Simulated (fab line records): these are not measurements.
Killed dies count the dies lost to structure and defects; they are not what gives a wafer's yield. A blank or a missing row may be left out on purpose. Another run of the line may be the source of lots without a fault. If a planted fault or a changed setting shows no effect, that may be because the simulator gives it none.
Which tool was responsible? -- flow n5-finfet -- Sampling: 24 lots, 72 wafers, 6 of 1938 route steps

## WHAT THE GAUGES SHOWED, per wafer
N5_MOL_CONTACT_COAG_OVL_MEAS_85. Usual: VG_OVL gives -0.4 nm (standard deviation 0.66).
lot,measured,on,VG_OVL (nm),flag
L074,day 5 06:32,overlay-02,-1.0 -1.0 -0.7,
L075,day 5 12:10,overlay-01,-0.6 -0.4 -0.8,
L076,day 5 18:13,overlay-01,-0.2 -0.9 -0.1,
L077,day 5 22:11,overlay-02,-1.0 -0.1 -0.2,
L078,day 6 03:13,overlay-01,0.7 -0.8 0.4,
L079,day 6 09:54,overlay-01,-1.1 -0.6 -0.5,
L080,day 6 13:21,overlay-02,-0.5 0.1 -0.2,
L081,day 7 04:46,overlay-01,0.0 -0.2 -0.7,
L082,day 7 04:53,overlay-01,0.4 0.1 0.8,
L083,day 7 12:11,overlay-02,-0.4 -1.1 0.0,
L084,day 7 16:07,overlay-02,-1.5 -1.1 -1.4,
L085,day 8 05:09,overlay-01,-0.6 -0.4 0.1,
L086,day 8 04:52,overlay-02,-0.8 -1.4 -1.2,
L087,day 8 13:29,overlay-02,-0.8 -0.2 -0.1,
L088,day 8 14:37,overlay-02,-0.9 -0.4 -0.6,
L089,day 8 22:27,overlay-02,-0.6 0.8 -0.4,
L090,day 9 01:14,overlay-01,0.6 0.9 1.7,
L091,day 9 06:43,overlay-01,-0.7 0.4 -0.2,
L092,day 9 12:17,overlay-01,-0.2 1.2 0.4,
L093,day 9 20:16,overlay-02,0.5 0.1 0.1,
L094,day 10 02:07,overlay-02,-1.0 0.5 -0.5,
L095,day 10 06:26,overlay-01,-2.3 -0.7 -0.7,
L096,day 10 10:14,overlay-02,0.6 -0.4 -0.7,
L097,day 10 17:28,overlay-01,-1.2 -0.8 -1.0,

## WHAT TOOL EACH LOT RAN ON (gives the tool, then ch and the chambers of the sampled wafers, and finally the start)
lot,N5_GATE_CUT_ETCHBACK_30,N5_GATE_CUT_SAC_CAP_01,N5_GATE_CUT_STRIP_41,N5_MOL_CONTACT_COAG_PRE_CLEAN_141,N5_MOL_CONTACT_COAG_PRE_CLEAN_142
L074,"rie-metal-02 ch 0,1, day 4 09:27","ald-sin-03 ch 0,1,2, day 4 09:51","rie-diel-03 ch 0,1,3, day 4 13:15","pvd-sputter-03, day 4 21:32","pvd-sputter-02, day 5 00:40"
L075,"rie-metal-03 ch 0, day 4 15:20","ald-sin-03 ch 0,1,3, day 4 18:20","rie-diel-06 ch 0,2,3, day 4 21:47","pvd-sputter-03, day 5 06:19","pvd-sputter-01, day 5 08:04"
L076,"rie-metal-03 ch 0, day 4 19:09","ald-sin-02 ch 1,2, day 4 23:25","rie-diel-06 ch 2,3, day 5 02:41","pvd-sputter-03, day 5 11:50","pvd-sputter-03, day 5 14:08"
L077,"rie-metal-01 ch 0,1, day 5 02:05","ald-sin-01 ch 0,1,3, day 5 03:44","rie-diel-06 ch 0,2, day 5 07:17","pvd-sputter-01, day 5 14:48","pvd-sputter-03, day 5 17:05"
L078,"rie-metal-03 ch 0,1, day 5 09:23","ald-sin-01 ch 1,2,3, day 5 09:50","rie-diel-03 ch 0,1, day 5 13:15","pvd-sputter-01, day 5 21:11","pvd-sputter-02, day 5 23:22"
L079,"rie-metal-02 ch 0,1, day 5 15:54","ald-sin-02 ch 1,2,3, day 5 16:28","rie-diel-01 ch 0,1,2, day 5 19:53","pvd-sputter-03, day 6 02:35","pvd-sputter-02, day 6 05:48"
L080,"rie-metal-01 ch 0,1, day 5 19:22","ald-sin-01 ch 1,3, day 5 19:46","rie-diel-06 ch 1,2,3, day 5 23:11","pvd-sputter-02, day 6 05:58","pvd-sputter-02, day 6 08:58"
L081,"rie-metal-02 ch 0,1, day 6 06:34","ald-sin-03 ch 2,3, day 6 06:59","rie-diel-03 ch 1,3, day 6 10:30","pvd-sputter-03, day 6 19:28","pvd-sputter-02, day 6 22:35"
L082,"rie-metal-03 ch 0,1, day 6 10:05","ald-sin-03 ch 0,1,3, day 6 10:30","rie-diel-01 ch 0,1,3, day 6 14:00","pvd-sputter-02, day 6 19:55","pvd-sputter-02, day 6 22:50"
L083,"rie-metal-03 ch 0,1, day 6 18:37","ald-sin-03 ch 0,3, day 6 19:01","rie-diel-01 ch 1,2, day 6 22:19","pvd-sputter-01, day 7 04:20","pvd-sputter-03, day 7 08:22"
L084,"rie-metal-01 ch 0,1, day 6 21:25","ald-sin-03 ch 0,1,3, day 6 21:49","rie-diel-06 ch 0,3, day 7 02:22","pvd-sputter-02, day 7 09:11","pvd-sputter-01, day 7 11:46"
L085,"rie-metal-03 ch 0,1, day 7 08:56","ald-sin-01 ch 0,1,2, day 7 09:32","rie-diel-03 ch 1,3, day 7 13:03","pvd-sputter-02, day 7 22:20","pvd-sputter-01, day 8 00:48"
L086,"rie-metal-02 ch 0,1, day 7 12:28","ald-sin-02 ch 0,1,2, day 7 12:52","rie-diel-01 ch 1,2,3, day 7 16:14","pvd-sputter-02, day 7 21:59","pvd-sputter-01, day 8 00:32"
L087,"rie-metal-01 ch 0,1, day 7 19:05","ald-sin-01 ch 0,1, day 7 19:29","rie-diel-01 ch 0,1,2, day 7 22:54","pvd-sputter-01, day 8 06:04","pvd-sputter-01, day 8 09:01"
L088,"rie-metal-03 ch 0,1, day 7 19:50","ald-sin-02 ch 0,2, day 7 20:14","rie-diel-01 ch 2,3, day 7 23:40","pvd-sputter-02, day 8 06:25","pvd-sputter-03, day 8 09:32"
L089,"rie-metal-02 ch 0,1, day 8 01:51","ald-sin-03 ch 0,1,3, day 8 03:26","rie-diel-01 ch 2,3, day 8 07:03","pvd-sputter-03, day 8 13:32","pvd-sputter-01, day 8 16:05"
L090,"rie-metal-03 ch 0,1, day 8 05:58","ald-sin-02 ch 0,2,3, day 8 06:22","rie-diel-06 ch 2,3, day 8 09:46","pvd-sputter-01, day 8 16:22","pvd-sputter-02, day 8 19:49"
L091,"rie-metal-02 ch 0,1, day 8 14:34","ald-sin-02 ch 0,1,2, day 8 15:01","rie-diel-01 ch 0,1,3, day 8 18:25","pvd-sputter-01, day 9 00:13","pvd-sputter-01, day 9 02:52"
L092,"rie-metal-01 ch 0,1, day 8 17:53","ald-sin-01 ch 1,2,3, day 8 18:19","rie-diel-03 ch 0,1,3, day 8 21:37","pvd-sputter-03, day 9 03:31","pvd-sputter-02, day 9 08:05"
L093,"rie-metal-01 ch 0,1, day 9 00:19","ald-sin-02 ch 0,3, day 9 01:23","rie-diel-01 ch 0,3, day 9 04:49","pvd-sputter-01, day 9 11:55","pvd-sputter-02, day 9 16:16"
L094,"rie-metal-02 ch 0,1, day 9 08:31","ald-sin-03 ch 1,2,3, day 9 08:55","rie-diel-01 ch 1,2,3, day 9 12:20","pvd-sputter-02, day 9 18:06","pvd-sputter-01, day 9 21:50"
L095,"rie-metal-02 ch 0,1, day 9 13:07","ald-sin-03 ch 0,2,3, day 9 13:30","rie-diel-03 ch 0,1,3, day 9 17:06","pvd-sputter-02, day 10 00:07","pvd-sputter-02, day 10 02:34"
L096,"rie-metal-03 ch 0,1, day 9 17:17","ald-sin-03 ch 0,1,3, day 9 17:41","rie-diel-03 ch 1,2,3, day 9 21:08","pvd-sputter-02, day 10 03:26","pvd-sputter-03, day 10 06:12"
L097,"rie-metal-01 ch 1, day 10 00:53","ald-sin-02 ch 0,1,2, day 10 01:20","rie-diel-03 ch 0,2, day 10 04:47","pvd-sputter-03, day 10 10:37","pvd-sputter-01, day 10 13:06"
- N5_GATE_CUT_ETCHBACK_30: etches TiN in Cl2/Ar, target depth 3 nm.
- N5_GATE_CUT_SAC_CAP_01: material SiNx, target thk 24 nm, pulse time 1 s, ald cycles 480.
- N5_GATE_CUT_STRIP_41: strips in CF4.
- N5_MOL_CONTACT_COAG_PRE_CLEAN_141: time 60 s.
- N5_MOL_CONTACT_COAG_PRE_CLEAN_142: time 60 s.

## AS READ BY THE TOOLS THEMSELVES (means over the sampled wafers that have a number; for cases with no such wafer, the mark the record gives instead)
N5_GATE_CUT_ETCHBACK_30. Usual: drypump-motor-current-A 5.6 A, standard deviation 0.43; oes-product-au 0.77 a.u., standard deviation 0.091; throttle-valve-pct 20.93 %, standard deviation 0.24.
lot,tool,drypump-motor-current-A (A),oes-product-au (a.u.),throttle-valve-pct (%),flag
L074,rie-metal-02,5.3,0.75,20.89,
L075,rie-metal-03,6.2,0.86,20.76,
L076,rie-metal-03,6.3,0.86,20.75,
L077,rie-metal-01,5.8,0.69,21.00,
L078,rie-metal-03,5.9,0.89,20.76,
L079,rie-metal-02,5.3,0.74,20.90,
L080,rie-metal-01,5.6,0.66,21.18,
L081,rie-metal-02,5.3,0.73,20.89,
L082,rie-metal-03,6.0,0.87,20.76,
L083,rie-metal-03,6.0,0.86,20.76,
L084,rie-metal-01,5.7,0.66,21.19,
L085,rie-metal-03,6.0,0.86,20.78,
L086,rie-metal-02,5.3,0.73,20.90,
L087,rie-metal-01,5.8,0.68,21.01,
L088,rie-metal-03,5.6,0.88,20.78,
L089,rie-metal-02,5.3,0.72,20.92,
L090,rie-metal-03,5.6,0.88,20.77,
L091,rie-metal-02,5.3,0.72,20.91,
L092,rie-metal-01,5.7,0.65,21.20,
L093,rie-metal-01,5.8,0.68,21.03,
L094,rie-metal-02,5.3,0.72,20.92,
L095,rie-metal-02,5.3,0.72,20.91,
L096,rie-metal-03,5.6,0.85,20.78,
L097,rie-metal-01,5.5,0.63,21.39,

N5_GATE_CUT_SAC_CAP_01. Usual: heater-power-w 861 W, standard deviation 120; precursor-pulse-height-rel 1.000, standard deviation 0.018.
lot,tool,heater-power-w (W),precursor-pulse-height-rel,flag
L074,ald-sin-03,790,0.978,
L075,ald-sin-03,823,1.008,
L076,ald-sin-02,911,0.996,
L077,ald-sin-01,823,1.002,
L078,ald-sin-01,816,1.001,
L079,ald-sin-02,928,1.004,
L080,ald-sin-01,832,0.983,
L081,ald-sin-03,994,1.005,
L082,ald-sin-03,823,0.995,
L083,ald-sin-03,837,0.996,
L084,ald-sin-03,816,1.001,
L085,ald-sin-01,830,0.992,
L086,ald-sin-02,854,1.001,
L087,ald-sin-01,867,0.988,
L088,ald-sin-02,892,0.999,
L089,ald-sin-03,834,1.011,
L090,ald-sin-02,901,1.004,
L091,ald-sin-02,878,1.005,
L092,ald-sin-01,823,1.025,
L093,ald-sin-02,902,0.990,
L094,ald-sin-03,897,1.005,
L095,ald-sin-03,920,1.011,
L096,ald-sin-03,836,1.003,
L097,ald-sin-02,864,1.022,

N5_GATE_CUT_STRIP_41. Usual: bias-power-w 75.04 W, standard deviation 0.23; drypump-motor-current-A 5.52 A, standard deviation 0.28; oes-product-au 0.178 a.u., standard deviation 0.015; rf-vpp-V 270.9 V, standard deviation 1.5; showerhead-plenum-p-Torr 1.78 Torr, standard deviation 0.058; throttle-valve-pct 13.56 %, standard deviation 0.25.
lot,tool,bias-power-w (W),drypump-motor-current-A (A),oes-product-au (a.u.),rf-vpp-V (V),showerhead-plenum-p-Torr (Torr),throttle-valve-pct (%),flag
L074,rie-diel-03,75.06,5.48,0.175,270.7,1.74,13.54,
L075,rie-diel-06,74.97,5.48,0.189,271.6,1.81,13.35,
L076,rie-diel-06,75.16,5.35,0.180,270.5,1.77,13.49,
L077,rie-diel-06,74.90,5.64,0.199,272.9,1.85,13.21,
L078,rie-diel-03,74.89,5.46,0.178,269.7,1.74,13.44,
L079,rie-diel-01,74.93,5.44,0.177,271.8,1.82,13.69,
L080,rie-diel-06,75.20,5.65,0.190,270.5,1.81,13.36,
L081,rie-diel-03,75.32,5.37,0.176,269.9,1.71,13.51,
L082,rie-diel-01,75.05,5.43,0.184,271.4,1.80,13.54,
L083,rie-diel-01,75.09,5.62,0.165,271.9,1.83,13.72,
L084,rie-diel-06,75.30,5.18,0.181,269.4,1.75,13.50,
L085,rie-diel-03,75.14,5.54,0.172,270.8,1.74,13.71,
L086,rie-diel-01,74.68,5.63,0.171,271.1,1.79,13.60,
L087,rie-diel-01,75.12,5.45,0.173,271.7,1.82,13.72,
L088,rie-diel-01,75.01,5.66,0.173,270.1,1.75,13.47,
L089,rie-diel-01,74.87,5.68,0.171,270.5,1.77,13.63,
L090,rie-diel-06,74.94,5.66,0.178,271.8,1.82,13.42,
L091,rie-diel-01,75.15,5.44,0.178,270.5,1.80,13.58,
L092,rie-diel-03,74.98,5.49,0.166,269.8,1.74,13.61,
L093,rie-diel-01,75.11,5.46,0.181,270.9,1.77,13.46,
L094,rie-diel-01,75.14,5.64,0.168,270.9,1.78,13.62,
L095,rie-diel-03,74.98,5.48,0.173,269.5,1.74,13.62,
L096,rie-diel-03,75.10,5.40,0.171,269.3,1.74,13.78,
L097,rie-diel-03,75.18,5.50,0.166,270.2,1.78,13.72,

N5_MOL_CONTACT_COAG_PRE_CLEAN_141. Usual: heater-power-w at 459 W, with a standard deviation of 44.
lot,tool,heater-power-w (W),flag
L074,pvd-sputter-03,431,
L075,pvd-sputter-03,480,
L076,pvd-sputter-03,452,
L077,pvd-sputter-01,450,
L078,pvd-sputter-01,465,
L079,pvd-sputter-03,414,
L080,pvd-sputter-02,507,
L081,pvd-sputter-03,419,
L082,pvd-sputter-02,472,
L083,pvd-sputter-01,430,
L084,pvd-sputter-02,481,
L085,pvd-sputter-02,476,
L086,pvd-sputter-02,443,
L087,pvd-sputter-01,447,
L088,pvd-sputter-02,424,
L089,pvd-sputter-03,423,
L090,pvd-sputter-01,422,
L091,pvd-sputter-01,456,
L092,pvd-sputter-03,466,
L093,pvd-sputter-01,419,
L094,pvd-sputter-02,452,
L095,pvd-sputter-02,502,
L096,pvd-sputter-02,455,
L097,pvd-sputter-03,449,

N5_MOL_CONTACT_COAG_PRE_CLEAN_142. Usual: heater-power-w at 458 W, with a standard deviation of 46.
lot,tool,heater-power-w (W),flag
L074,pvd-sputter-02,470,
L075,pvd-sputter-01,453,
L076,pvd-sputter-03,444,
L077,pvd-sputter-03,452,
L078,pvd-sputter-02,465,
L079,pvd-sputter-02,466,
L080,pvd-sputter-02,439,
L081,pvd-sputter-02,499,
L082,pvd-sputter-02,541,
L083,pvd-sputter-03,467,
L084,pvd-sputter-01,417,
L085,pvd-sputter-01,445,
L086,pvd-sputter-01,429,
L087,pvd-sputter-01,438,
L088,pvd-sputter-03,443,
L089,pvd-sputter-01,462,
L090,pvd-sputter-02,428,
L091,pvd-sputter-01,472,
L092,pvd-sputter-02,523,
L093,pvd-sputter-02,427,
L094,pvd-sputter-01,436,
L095,pvd-sputter-02,451,
L096,pvd-sputter-03,455,
L097,pvd-sputter-01,446,

## THE ANSWER, worked out from the rows above alone
Rule: lot off if the mean of its wafers having a number is beyond 3 standard deviations from the usual mean. Also off: a lot with no number at a reading for which 4 or more lots have one. All remaining lots with rows at the step are treated as sound. After the gauges, taken in route order, come the tools' own readings; for these a lot's mean is taken, as printed above. At the first step where some lot is off, the reading lying furthest off is the one used; lots without a number count as furthest.
No lot is off at any reading shown: from this, nothing can be told.

## WHAT THE SIMULATOR HAD PUT IN
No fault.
